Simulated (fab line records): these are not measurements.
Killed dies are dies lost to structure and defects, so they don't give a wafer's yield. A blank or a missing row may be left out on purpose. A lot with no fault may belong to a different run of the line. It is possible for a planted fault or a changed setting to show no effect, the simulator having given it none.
fab line records -- flow n5Finfet
record lots=6, wafers=18, lastDay=19
route steps=1938 shown WELL_APT@20 PASSIVATION@1936
lots untouched by any fault: they come from a run of this same line in which no faults occurred
startH: hours from the record's first day to the start of the lot's first wafer shown -- waitH: hours elapsed since this lot's preceding step -- " repeats the value in the row above -- L1.1+2: a single row standing in for several wafers -- - either no value or no given start -- * or withheld: withheld -- < > ~ a bound
route shown NAME@n: NAME is a module with steps in the file, n the number in the route of the first one -- usual: mean/standard deviation taken from wafers without a fault -- same: alike in all rows -- chamber/n: place in a boat -- sites: readings site by site -- _std_site: standard deviation of those values -- _edge_site: inner sites' mean taken away from outer sites' mean -- radiusMm: for every site, how far away it sits from the centre of the wafer -- mask NAME#n: copy n -- behind: tool/chamber where the wafer was last shaped -- hold: what put the lot on hold/how long, in hours/how the hold closed -- device: which transistor (n, p or np) failed to switch -- end of line: the route-end tests of the same wafers -- step lacking rows: just its recipe -- killed: dies that structure and defects cost at the first sort, which is not the same as the wafer's yield -- map: per-die view of a wafer (x killed, . not killed, _ where there is no die)
set.NAME: the setting the step ran with; set.NAME@STEP: the setting that earlier step ran with -- model.NAME: the simulator's own value behind a step, which no gauge read
lots seen at some steps along the route; tables by step, rows by wafer
services: the hour from which a tool's chamber was out of use, counted from the record's first day as startH (under 0 if before that day), plus the number of hours and why
## steps
# step N5_WELL_APT_HMDS_01
# recipe timeS=60, tempC=120
# step N5_WELL_APT_COAT_02
# recipe spinRpm=1357, resistThkNm=950
# step N5_WELL_APT_EBR_04
# recipe solvent=PGMEA, ebrWidthMm=1.5
# step N5_WELL_APT_SOFTBAKE_03
# recipe tempC=130, timeS=60
# step N5_WELL_APT_EXPOSE_05
# recipe maskId=NWELL, na=0.8, sourceShape=conventional, sigmaOuter=0.8, polarization=unpolarized, defocusNm=0, targetCdNm=200, doseMj=20.3
# step N5_WELL_APT_PEB_06
# recipe pebTempC=130, pebTimeS=90
# step N5_WELL_APT_DEVELOP_07
# recipe developTimeS=45, rinseLiquid=surfactantRinse, dry=airSpin, devTempC=21
# step N5_WELL_APT_HARDBAKE_12
# recipe tempC=130, timeS=120
# step N5_WELL_APT_CD_MEAS_08
# recipe targetCdNm=200, landingEnergyEv=500, detector=seInlens
# usual cdNm=199.2/1.5
lot.wafer,tool,chamber,startH,waitH,cdNm
L406.1,cdSem-02,0,25.64,-,199.3
L406.3,cdSem-02,0,25.64,-,198.2
L406.6,cdSem-02,0,25.64,-,197.9
L414.2,cdSem-03,0,73.59,-,200.4
L414.4,cdSem-03,0,73.59,-,201.7
L414.6,cdSem-03,0,73.59,-,201.3
L415.1,cdSem-01,0,79.83,-,199.7
L415.3,cdSem-01,0,79.83,-,199.1
L415.5,cdSem-01,0,79.83,-,196.4
L416.2,cdSem-01,0,85.56,-,199.8
L416.3,cdSem-01,0,85.56,-,200.3
L416.6,cdSem-01,0,85.56,-,198.6
L419.1,cdSem-03,0,103.81,-,196.1
L419.3,cdSem-03,0,103.81,-,199.7
L419.6,cdSem-03,0,103.81,-,197.3
L424.3,cdSem-02,0,134.28,-,198.6
L424.4,cdSem-02,0,134.28,-,199.2
L424.6,cdSem-02,0,134.28,-,196.1
# step N5_WELL_APT_OVL_MEAS_09
# recipe pointsPerWafer=44
# usual NWELL_OVL=0/5.1
lot.wafer,tool,chamber,startH,waitH,NWELL_OVL[nm]
L406.1,overlay-02,0,25.67,0.0,1
L406.3,overlay-02,0,25.67,0.0,-6
L406.6,overlay-02,0,25.67,0.0,-2
L414.2,overlay-01,0,73.62,0.0,8
L414.4,overlay-01,0,73.62,0.0,6
L414.6,overlay-01,0,73.62,0.0,3
L415.1,overlay-02,0,79.86,0.0,4
L415.3,overlay-02,0,79.86,0.0,1
L415.5,overlay-02,0,79.86,0.0,1
L416.2,overlay-02,0,85.59,0.0,4
L416.3,overlay-02,0,85.59,0.0,7
L416.6,overlay-02,0,85.59,0.0,1
L419.1,overlay-02,0,103.84,0.0,-8
L419.3,overlay-02,0,103.84,0.0,-6
L419.6,overlay-02,0,103.84,0.0,0
L424.3,overlay-01,0,134.31,0.0,7
L424.4,overlay-01,0,134.31,0.0,7
L424.6,overlay-01,0,134.31,0.0,-3
# step N5_WELL_APT_INSPECT_10
# recipe mode=adi, inspectInstrument=macro
# usual rawDefectCount=2.0/1.4
lot.wafer,tool,chamber,startH,waitH,rawDefectCount
L406.1,defectInspect-02,-,25.69,0.0,3
L406.3,defectInspect-02,-,25.69,0.0,4
L406.6,defectInspect-02,-,25.69,0.0,1
L414.2,defectInspect-01,-,73.64,0.0,2
L414.4,defectInspect-01,-,73.64,0.0,0
L414.6,defectInspect-01,-,73.64,0.0,2
L415.1,defectInspect-01,-,79.88,0.0,2
L415.3,defectInspect-01,-,79.88,0.0,1
L415.5,defectInspect-01,-,79.88,0.0,3
L416.2,defectInspect-02,-,85.62,0.0,2
L416.3,defectInspect-02,-,85.62,0.0,2
L416.6,defectInspect-02,-,85.62,0.0,4
L419.1,defectInspect-01,-,103.87,0.0,3
L419.3,defectInspect-01,-,103.87,0.0,1
L419.6,defectInspect-01,-,103.87,0.0,1
L424.3,defectInspect-01,-,134.34,0.0,2
L424.4,defectInspect-01,-,134.34,0.0,1
L424.6,defectInspect-01,-,134.34,0.0,1
# step N5_WELL_APT_DESCUM_13
# recipe chemistry=O2, timeS=7.9, sourcePowerW=50, biasPowerW=20, pressureMtorr=20, rfFrequencyHz=2.712e+07, tempC=40, o2FlowSccm=225
# usual drypumpMotorCurrentA=5.7/0.48, oesProductAu=0.79/0.081, rfVppV=243.1/1.3, showerheadPlenumPTorr=2.10/0.071, throttleValvePct=20.47/0.2
lot.wafer,tool,chamber,startH,waitH,drypumpMotorCurrentA,oesProductAu,rfHoursCounterH,rfVppV,showerheadPlenumPTorr,throttleValvePct
L406.1,rieDiel-04,2,25.73,0.0,5.4,0.69,241,243.0,2.04,20.68
L406.3,rieDiel-04,0,25.73,0.0,6.0,0.68,238,245.2,2.14,20.76
L406.6,rieDiel-04,0,25.73,0.0,6.0,0.69,-,244.1,2.14,20.79
L414.2,rieDiel-04,1,73.71,0.1,5.3,0.70,213,242.6,1.98,20.44
L414.4,rieDiel-04,1,73.71,0.1,5.3,0.70,-,241.3,1.98,20.45
L414.6,rieDiel-04,2,73.71,0.1,5.4,0.98,-,242.6,2.04,20.29
L415.1,rieDiel-03,1,79.92,0.0,6.4,0.83,64,244.5,2.21,20.46
L415.3,rieDiel-03,0,79.92,0.0,4.7,0.79,134,240.8,2.03,20.64
L415.5,rieDiel-03,2,79.92,0.0,5.5,0.75,-,241.5,2.11,20.58
L416.2,rieDiel-04,1,85.66,0.0,5.2,0.70,217,239.7,1.98,20.43
L416.3,rieDiel-04,2,85.66,0.0,5.4,0.95,6,241.6,2.04,20.29
L416.6,rieDiel-04,3,85.66,0.0,5.9,0.73,-,243.5,2.17,20.26
L419.1,rieDiel-04,3,103.90,0.0,5.9,0.71,173,244.1,2.17,20.27
L419.3,rieDiel-04,2,103.90,0.0,5.4,0.92,13,242.7,2.04,20.30
L419.6,rieDiel-04,0,103.90,0.0,6.0,0.97,-,243.4,2.13,20.42
L424.3,rieDiel-03,3,134.38,0.0,5.9,0.77,151,242.7,2.10,20.69
L424.4,rieDiel-03,1,134.38,0.0,6.4,0.80,89,244.7,2.20,20.51
L424.6,rieDiel-03,3,134.38,0.0,6.0,0.76,-,243.5,2.10,20.68
# step N5_WELL_APT_IMPLANT_14
# recipe species=P, energyKev=160, doseCm2=1.5e+13, tiltDeg=0, rotationDeg=0
# usual beamEnergyKeV=160.01/0.049, beamOnS=10.02/0.21
lot.wafer,tool,chamber,startH,waitH,beamEnergyKeV,beamOnS
L406.1,implanter-02,0,25.83,0.1,159.97,10.28
L406.3,implanter-02,0,25.83,0.1,160.00,9.49
L406.6,implanter-02,0,25.83,0.1,160.13,9.95
L414.2,implanter-02,-,73.84,0.1,-,-
L414.4,implanter-02,-,73.84,0.1,-,-
L414.6,implanter-02,-,73.84,0.1,-,-
L415.1,implanter-01,-,80.02,0.1,-,-
L415.3,implanter-01,-,80.02,0.1,-,-
L415.5,implanter-01,-,80.02,0.1,-,-
L416.2,implanter-02,0,85.79,0.1,160.04,10.13
L416.3,implanter-02,0,85.79,0.1,160.07,10.26
L416.6,implanter-02,0,85.79,0.1,160.05,9.99
L419.1,implanter-01,0,104.00,0.1,160.05,10.12
L419.3,implanter-01,0,104.00,0.1,159.95,9.85
L419.6,implanter-01,0,104.00,0.1,159.97,9.94
L424.3,implanter-02,0,134.54,0.1,160.04,9.89
L424.4,implanter-02,0,134.54,0.1,159.97,10.07
L424.6,implanter-02,0,134.54,0.1,159.96,9.82
# step N5_WELL_APT_IMPLANT_15
# recipe species=As, energyKev=25, doseCm2=1.5e+13, tiltDeg=0, rotationDeg=0
# step N5_PASSIVATION_PROBE_49
# usual killed_at_M0_to_M3=34/9.1, killed_at_M4_up=14/5.8, killedAtContacts=13/6, killedAtFrontEnd=38/10, killedAtOther=3.2/2.7, killedDies=102/14, killedOpen=68/11, killedShort=32/7.2
# same grossDies=1180, killedAtBackSide=0
lot.wafer,tool,chamber,startH,waitH,killed_at_M0_to_M3,killed_at_M4_up,killedAtContacts,killedAtFrontEnd,killedAtOther,killedDies,killedOpen,killedShort
L406.1,prober-02,-,350.94,0.0,15,16,18,34,2,85,66,17
L406.3,prober-02,-,351.04,0.1,24,23,22,35,0,104,71,29
L406.6,prober-02,-,351.19,0.3,26,21,6,37,4,94,73,20
L414.2,prober-01,-,411.07,0.1,53,16,10,27,2,108,72,36
L414.4,prober-01,-,411.17,0.2,37,12,4,33,0,86,54,25
L414.6,prober-01,-,411.27,0.3,40,12,7,28,5,92,57,33
L415.1,prober-01,-,419.43,0.0,38,30,13,36,2,119,93,25
L415.3,prober-01,-,419.53,0.1,39,18,12,28,0,97,74,23
L415.5,prober-01,-,419.63,0.2,38,14,6,35,1,94,59,34
L416.2,prober-02,-,424.26,0.1,25,13,8,39,0,85,56,27
L416.3,prober-02,-,424.31,0.1,48,7,10,56,4,125,84,38
L416.6,prober-02,-,424.46,0.3,42,7,5,40,6,100,61,34
L419.1,prober-01,-,424.97,0.0,29,18,7,34,13,101,57,39
L419.3,prober-01,-,425.07,0.1,16,11,9,45,11,92,58,31
L419.6,prober-01,-,425.22,0.3,20,23,8,51,6,108,68,39
L424.3,prober-02,-,450.52,0.1,29,8,7,34,0,78,56,22
L424.4,prober-02,-,450.57,0.2,36,8,8,26,9,87,46,39
L424.6,prober-02,-,450.67,0.3,52,17,8,32,3,112,76,33
# killed by level:class
L406.1 MOL_CONTACT_COAG:geometricParticle:open=14 STI_FIN_REVEAL:geometricParticle:open=9 BEOL_M4:geometricParticle:open=9 FIN_SAQP:geometricParticle:open=7 BEOL_M3:geometricParticle:open=6 MOL_CONTACT_COAG:geometricParticle:short=4 BEOL_M1:geometricParticle:open=3 BEOL_M2:geometricParticle:open=3
L406.3 MOL_CONTACT_COAG:geometricParticle:open=17 BEOL_M4:geometricParticle:open=14 FIN_SAQP:geometricParticle:short=8 BEOL_M1:geometricParticle:open=7 STI_FIN_REVEAL:geometricParticle:open=6 MOL_CONTACT_COAG:geometricParticle:short=5 BEOL_M2:geometricParticle:open=5 FIN_SAQP:geometricParticle:open=4
L406.6 STI_FIN_REVEAL:geometricParticle:open=19 BEOL_M4:geometricParticle:open=8 FIN_SAQP:geometricParticle:open=7 MOL_CONTACT_COAG:geometricParticle:open=6 BEOL_M1:geometricParticle:open=6 BEOL_M2:geometricParticle:open=6 BEOL_M0:geometricParticle:open=4 STI_FIN_REVEAL:geometricParticle:short=3
L414.2 BEOL_M0_SAQP:geometricParticle:open=16 BEOL_M2:geometricParticle:open=16 BEOL_M0_SAQP:geometricParticle:short=10 MOL_CONTACT_COAG:geometricParticle:open=8 BEOL_M4:geometricParticle:open=8 FIN_SAQP:geometricParticle:short=6 FIN_SAQP:geometricParticle:open=4 DUMMY_GATE:geometricParticle:open=4
L414.4 BEOL_M0_SAQP:geometricParticle:open=9 FIN_SAQP:geometricParticle:open=8 HKMG_FIN:areaEtch=7 BEOL_M0_SAQP:geometricParticle:short=6 BEOL_M1:geometricParticle:open=6 BEOL_M2:geometricParticle:open=5 DUMMY_GATE:geometricParticle:open=4 BEOL_M4:geometricParticle:open=4
L414.6 BEOL_M0_SAQP:geometricParticle:open=11 FIN_SAQP:geometricParticle:short=9 BEOL_M0_SAQP:geometricParticle:short=8 BEOL_M3:geometricParticle:open=7 BEOL_M4:geometricParticle:open=6 MOL_CONTACT_COAG:geometricParticle:open=5 BEOL_M1:geometricParticle:open=5 BEOL_M2:geometricParticle:open=5
L415.1 BEOL_M2:geometricParticle:open=16 MOL_CONTACT_COAG:geometricParticle:open=13 BEOL_M5:geometricParticle:open=13 BEOL_M4:geometricParticle:open=8 STI_FIN_REVEAL:geometricParticle:open=7 DUMMY_GATE:geometricParticle:open=7 FIN_SAQP:geometricParticle:short=6 BEOL_M3:geometricParticle:open=6
L415.3 BEOL_M3:geometricParticle:open=14 MOL_CONTACT_COAG:geometricParticle:open=10 BEOL_M2:geometricParticle:open=9 BEOL_M4:geometricParticle:open=8 STI_FIN_REVEAL:geometricParticle:open=7 DUMMY_GATE:geometricParticle:open=6 BEOL_M0_SAQP:geometricParticle:open=6 GATE_CUT:geometricParticle:short=4
L415.5 BEOL_M0_SAQP:geometricParticle:open=9 FIN_SAQP:geometricParticle:open=8 BEOL_M2:geometricParticle:short=7 FIN_SAQP:geometricParticle:short=6 BEOL_M1:geometricParticle:open=6 STARTING-WAFER:geometricParticle:short=6 BEOL_M2:geometricParticle:open=5 GATE_CUT:geometricParticle:short=5
L416.2 STI_FIN_REVEAL:geometricParticle:open=13 MOL_CONTACT_COAG:geometricParticle:open=8 BEOL_M0_SAQP:geometricParticle:open=7 DUMMY_GATE:geometricParticle:open=6 BEOL_M0_SAQP:geometricParticle:short=6 FIN_SAQP:geometricParticle:open=4 GATE_CUT:geometricParticle:short=4 BEOL_M2:geometricParticle:short=3
L416.3 FIN_SAQP:geometricParticle:open=20 BEOL_M0_SAQP:geometricParticle:short=14 STI_FIN_REVEAL:geometricParticle:open=12 MOL_CONTACT_COAG:geometricParticle:open=10 BEOL_M0_SAQP:geometricParticle:open=9 BEOL_M2:geometricParticle:open=9 DUMMY_GATE:geometricParticle:open=6 BEOL_M1:geometricParticle:open=5
L416.6 STI_FIN_REVEAL:geometricParticle:open=11 BEOL_M0_SAQP:geometricParticle:open=9 BEOL_M3:geometricParticle:open=8 BEOL_M0_SAQP:geometricParticle:short=8 BEOL_M1:geometricParticle:open=5 STARTING-WAFER:geometricParticle:open=5 FIN_SAQP:geometricParticle:open=4 FIN_SAQP:geometricParticle:short=4
L419.1 BEOL_M4:geometricParticle:open=11 FIN_SAQP:geometricParticle:open=10 FIN_SAQP:geometricParticle:short=9 PASS1_CAP:geometricParticle:short=7 BEOL_M0_SAQP:geometricParticle:short=6 BEOL_M2:geometricParticle:open=6 MOL_CONTACT_COAG:geometricParticle:open=5 BEOL_M0_SAQP:geometricParticle:open=5
L419.3 FIN_SAQP:geometricParticle:open=15 FIN_SAQP:geometricParticle:short=10 MOL_CONTACT_COAG:geometricParticle:open=7 GATE_CUT:geometricParticle:short=6 PASS1_CAP:geometricParticle:open=5 STI_FIN_REVEAL:geometricParticle:open=4 BEOL_M1:geometricParticle:open=4 DUMMY_GATE:geometricParticle:open=3
L419.6 FIN_SAQP:geometricParticle:short=20 FIN_SAQP:geometricParticle:open=16 BEOL_M4:geometricParticle:open=9 BEOL_M1:geometricParticle:open=8 MOL_CONTACT_COAG:geometricParticle:open=5 DUMMY_GATE:geometricParticle:open=4 GATE_CUT:geometricParticle:short=3 MOL_CONTACT_COAG:geometricParticle:short=3
L424.3 FIN_SAQP:geometricParticle:open=13 BEOL_M2:geometricParticle:open=9 MOL_CONTACT_COAG:geometricParticle:open=7 BEOL_M0_SAQP:geometricParticle:short=7 FIN_SAQP:geometricParticle:short=5 DUMMY_GATE:geometricParticle:open=5 STI_FIN_REVEAL:geometricParticle:open=3 BEOL_M0:geometricParticle:open=3
L424.4 BEOL_M0_SAQP:geometricParticle:open=8 BEOL_M0_SAQP:geometricParticle:short=7 MOL_CONTACT_COAG:geometricParticle:open=6 FIN_SAQP:geometricParticle:short=5 BEOL_M0:geometricParticle:open=5 MIM_TOP:geometricParticle:short=5 BEOL_M2:geometricParticle:open=4 BEOL_M2:geometricParticle:short=4
L424.6 BEOL_M0_SAQP:geometricParticle:short=16 BEOL_M2:geometricParticle:open=15 BEOL_M4:geometricParticle:open=11 FIN_SAQP:geometricParticle:open=9 BEOL_M0_SAQP:geometricParticle:open=7 MOL_CONTACT_COAG:geometricParticle:open=6 BEOL_M1:geometricParticle:open=5 BEOL_M3:geometricParticle:open=4
## services
tool,chamber,startH,hours,kind
rieDiel-03,3,8.93,7.4,repair
rieDiel-03,2,10.12,26.6,repair
implanter-01,-,25.58,2.6,repair
rieDiel-04,1,34.35,2.1,repair
rieDiel-03,2,40.83,7.1,repair
rieDiel-03,1,48.73,6.0,repair
rieDiel-04,2,49.70,-,clean
rieDiel-04,2,49.70,-,consumableReplace:focusRing
rieDiel-04,2,49.70,20.9,scheduledDown
rieDiel-04,2,49.70,20.9,ventCycle
rieDiel-04,0,70.84,-,clean
rieDiel-04,0,70.84,-,consumableReplace:focusRing
rieDiel-04,0,70.84,21.5,scheduledDown
rieDiel-04,0,70.84,21.5,ventCycle
implanter-01,-,77.19,2.0,repair
rieDiel-03,0,85.68,15.6,repair
rieDiel-03,3,96.04,9.9,repair
rieDiel-04,-,116.94,4.0,pm
rieDiel-04,-,124.23,0.4,repair
## key
firstSign step=N5_WELL_APT_IMPLANT_14, reading=toolRecord, direction=missing
effect none on later readings
metAt N5_WELL_APT_IMPLANT_14
struckWafers L414.2,L414.4,L414.6,L415.1,L415.3,L415.5
testerLeftOut L414,L415
onsetBetween 25.83 73.84
fault kind=skippedStepWhole, tool=implanter-01,implanter-02, chamber=-, onsetH=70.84, steps=N5_WELL_APT_IMPLANT_14, scope=struckLotsOnly
# testerLeftOut: of these lots the tester's yield and bins aren't shown, on N5 and GAA mostly nor the transistor test; their killed dies are dies lost to structure and defects alone, not to doping, threshold or leakage, so they don't give the yield
